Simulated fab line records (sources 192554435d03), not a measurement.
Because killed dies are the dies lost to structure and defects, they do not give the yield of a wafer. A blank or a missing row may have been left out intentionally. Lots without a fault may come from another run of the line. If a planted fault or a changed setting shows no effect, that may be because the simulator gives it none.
Matching of chambers    flow n5_finfet    N5_PASSIVATION_STRIP_14 on rie_diel-06 has 4 sister chambers
The step strips in O2. 4 wafers are shown with their chamber, then 7 later ones without.

## WAFERS WITH THEIR CHAMBER
wafer   chamber  showerhead_plenum_p_Torr (Torr)
L082.2  2        1.92
L082.5  0        2.03
L092.1  1        2.24
L092.3  3        2.21

## WAFERS MISSING THEIR CHAMBER
wafer   showerhead_plenum_p_Torr (Torr)
L092.4  2.21
L090.1  2.03
L090.2  2.24
L090.3  2.21
L094.3  2.24
L094.4  2.21
L094.6  2.23

## CHAMBER TAKEN BY EACH
wafer   from the rows above  in truth
L092.4  3                    3
L090.1  0                    0
L090.2  1                    1
L090.3  3                    3
L094.3  1                    1
L094.4  3                    3
L094.6  1                    1
7 of 7 placed correctly. Left unplaced by these rows: 0. Number placed wrongly: 0.
How it was worked out, from the rows above alone: a wafer's distance from a chamber is the root of the sum, over the readings, of the square of ((its reading less the chamber's mean) divided by the reading's scatter). If the next closest chamber is less than 2 further off than the closest, the wafer can't be placed; otherwise it belongs to the closest. A chamber's mean is the mean of its shown wafers. The scatter (one wafer shown for each chamber): square how far every hidden wafer sits from the nearest shown wafer, average those squares and take the square root.
